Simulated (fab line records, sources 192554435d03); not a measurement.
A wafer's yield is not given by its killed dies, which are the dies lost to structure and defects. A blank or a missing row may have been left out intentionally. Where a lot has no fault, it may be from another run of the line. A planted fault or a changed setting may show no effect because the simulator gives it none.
Split-lot study + flow n5Finfet + 7 lots, 21 wafers read, on a route of 1938 steps

ABOUT THE SPLIT
At N5_BEOL_M15_ILD_DEP_00 (deposits SiO2 from TEOS/O2, target thk 1629.3 nm, time 346.1 s), the setting timeS was moved away from the recipe's 346.1 s on 7 of the 21 wafers read, by -12.0% to +14.5%. For the rest of the wafers, this setting stayed at what the recipe calls for.

Split to reading: the file shows no intervening step.

THE READING
Values of M15_ILD_THK in nm from N5_BEOL_M15_THK_MEAS_01. Fault-free wafers of this fab line usually give 1632 nm, standard deviation 18 nm.

| wafer  | tool, chamber at the split | timeS as run, s | against the recipe | M15_ILD_THK, nm | against lot-mates on the recipe |
|--------|----------------------------|-----------------|--------------------|-----------------|---------------------------------|
| L074.2 | pecvd-04, 2                | 346.1           | recipe             | 1612            | -                               |
| L074.4 | pecvd-04, 1                | 346.1           | recipe             | 1647            | -                               |
| L074.6 | pecvd-04, 2                | 346.1           | recipe             | 1624            | -                               |
| L075.2 | pecvd-04, 1                | 346.1           | recipe             | 1612            | -                               |
| L075.5 | pecvd-04, 1                | 346.1           | recipe             | 1652            | -                               |
| L075.6 | pecvd-04, 2                | 346.1           | recipe             | 1638            | -                               |
| L080.1 | pecvd-01, 1                | 304.6           | -12.0%             | 1431            | -209                            |
| L080.4 | pecvd-01, 1                | 304.6           | -12.0%             | 1444            | -196                            |
| L080.5 | pecvd-01, 2                | 346.1           | recipe             | 1640            | -                               |
| L086.2 | pecvd-04, 1                | 346.1           | recipe             | 1622            | -                               |
| L086.4 | pecvd-04, 1                | 396.3           | +14.5%             | 1880            | +258                            |
| L086.5 | pecvd-04, 0                | 396.3           | +14.5%             | 1886            | +264                            |
| L087.1 | pecvd-04, 1                | 330.9           | -4.4%              | 1553            | -82                             |
| L087.2 | pecvd-04, 0                | 346.1           | recipe             | 1625            | -                               |
| L087.6 | pecvd-04, 1                | 346.1           | recipe             | 1646            | -                               |
| L095.1 | pecvd-01, 1                | 346.1           | recipe             | 1594            | -                               |
| L095.2 | pecvd-01, 0                | 308.2           | -11.0%             | 1448            | -162                            |
| L095.4 | pecvd-01, 2                | 346.1           | recipe             | 1627            | -                               |
| L096.1 | pecvd-03, 1                | 346.1           | recipe             | 1610            | -                               |
| L096.2 | pecvd-03, 0                | 372.5           | +7.6%              | 1758            | +124                            |
| L096.4 | pecvd-03, 0                | 346.1           | recipe             | 1658            | -                               |

THE FIT
A straight line over all 21 wafers: M15_ILD_THK changes by +16.9 nm for each +1% of timeS; r = +0.99; the points scatter about the line by 16 nm.
The same after taking each lot's own level away (the mean of its wafers on the recipe; 21 wafers): +17.1 nm for each +1%; r = +0.99; scatter 15 nm.
That fit puts the effect of the largest move of timeS on the reading at 2.5e+02 nm.
From 1610.5 to 1640.0 nm: that is the span of the lots' own levels, equal to 1.6 times the standard deviation above.
The two slopes agree, so the slope changes little with the lot-to-lot level.
Check: for one of the wafers moved furthest among these (+14.5%), held out of the fit, the line's prediction against its lot-mates is +248 nm. It came out at +258 nm against them.

ADDITIONAL SPLITS CARRIED BY THESE WAFERS
Other splits were also applied to these wafers ahead of the reading. Each is held against what the fit with the lots' levels taken away leaves over:
| other split on the same wafers | wafers away from the commonest value | r with M15_ILD_THK (lot level and that fit taken away) |
|--------------------------------|--------------------------------------|--------------------------------------------------------|
| N5_BEOL_M13_COAT_22 spinRpm    | 4                                    | +0.01                                                  |

THE WHOLE CHAIN: every reading that the file lists as answering this split, in the file's order
| step                    | what it does                                                   | reading                                                                            | change (the file's fit)              | r (the file's) |
|-------------------------|----------------------------------------------------------------|------------------------------------------------------------------------------------|--------------------------------------|----------------|
| N5_BEOL_M15_ILD_DEP_00  | deposits SiO2 from TEOS/O2, target thk 1629.3 nm, time 346.1 s | SiO2_of_BEOL_M15_ILD_DEP_00.thkNm (the simulator's own value, which no gauge read) | +16.9 nm for each +1% of the setting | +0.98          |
| N5_BEOL_M15_THK_MEAS_01 |                                                                | M15_ILD_THK                                                                        | +16.9 for each +1% of the setting    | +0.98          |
| N5_BEOL_M15_VIA_ETCH_16 | etches SiO2 in C4F8/O2/Ar, target depth 1792.2 nm              | etch.depthNm (the simulator's own value, which no gauge read)                      | +16.9 nm for each +1% of the setting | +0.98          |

FILE'S OWN FIT
M15_ILD_THK changes by +16.9 nm for each +1% of timeS, r = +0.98.
